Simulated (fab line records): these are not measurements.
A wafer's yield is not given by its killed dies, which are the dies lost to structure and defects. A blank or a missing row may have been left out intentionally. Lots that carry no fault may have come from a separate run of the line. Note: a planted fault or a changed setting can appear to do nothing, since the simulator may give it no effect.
Chamber matching    flow n5-finfet    rie-diel-04 running N5_BEOL_M12_ETCH_67: 4 sister chambers
The step etches SiARC in CF4, target depth 143 nm, time 238.3 s. 4 wafers are shown with their chamber, then 7 later ones without.

## WAFERS, EACH WITH ITS CHAMBER
wafer   chamber  drypump-motor-current-A (A)
L082.1  0        5.8
L086.4  2        4.8
L091.1  1        5.3
L091.3  3        5.6

## WAFERS WHOSE CHAMBER IS MISSING
wafer   drypump-motor-current-A (A)
L091.4  5.9
L093.1  4.8
L093.2  5.6
L093.3  5.3
L097.4  5.9
L097.5  5.8
L097.6  5.6

## THE CHAMBER EACH PASSED THROUGH
wafer   from the rows above  in truth
L091.4  0                    0
L093.1  2                    2
L093.2  3                    3
L093.3  1                    1
L097.4  0                    0
L097.5  0                    0
L097.6  3                    3
7 of 7 placed correctly. Not placeable from these rows: 0. Placed wrongly: 0.
How it was worked out, from the rows above alone: a wafer's distance from a chamber is the root of the sum, over the readings, of the square of ((its reading less the chamber's mean) divided by the reading's scatter). The wafer belongs to the nearest chamber; if the next one is less than 2 further off, it can't be placed. A chamber's mean is the mean of its shown wafers. The scatter: root of mean squared gap, hidden wafer to nearest shown wafer, with one shown wafer a chamber.
